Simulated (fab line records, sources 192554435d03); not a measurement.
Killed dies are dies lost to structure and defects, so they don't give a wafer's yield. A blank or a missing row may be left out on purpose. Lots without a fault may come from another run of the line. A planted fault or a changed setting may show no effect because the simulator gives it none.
Chamber matching | flow n5_finfet | N5_BEOL_M3_ETCH_69 on rie_diel-05: 4 sister chambers
The step etches SiARC in CF4, target depth 15.6 nm, time 26 s. 4 wafers are shown with their chamber, then 10 later ones without.

WAFERS WITH THEIR CHAMBER
wafer  | chamber | showerhead_plenum_p_Torr (Torr)
L084.5 | 2       | 2.05
L084.6 | 3       | 2.06
L086.1 | 1       | 2.10
L086.2 | 0       | 2.09

WAFERS WITHOUT THEIR CHAMBER
wafer  | showerhead_plenum_p_Torr (Torr)
L086.4 | 2.04
L090.1 | 2.04
L090.3 | 2.06
L090.6 | 2.09
L091.4 | 2.09
L091.5 | 2.10
L091.6 | 2.09
L092.1 | 2.09
L092.4 | 2.05
L092.6 | 2.09

WHICH CHAMBER EACH WENT THROUGH
wafer  | from the rows above | in truth
L086.4 | 2                   | 2
L090.1 | 2                   | 2
L090.3 | 3                   | 3
L090.6 | 0                   | 0
L091.4 | 0                   | 0
L091.5 | 1                   | 1
L091.6 | 0                   | 0
L092.1 | 0                   | 0
L092.4 | 2                   | 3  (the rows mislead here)
L092.6 | 0                   | 0
Placed correctly: 9 of 10. Can't be placed from these rows: 0. Placed wrongly: 1.
How it was worked out, from the rows above alone: a wafer's distance from a chamber is the root of the sum, over the readings, of the square of ((its reading less the chamber's mean) divided by the reading's scatter). The wafer belongs to the nearest chamber; if the next one is less than 2 further off, it can't be placed. A chamber's mean is the mean of its shown wafers. The scatter: with one shown wafer a chamber, the root of the mean of the squares of how far each hidden wafer lies from its nearest shown one.
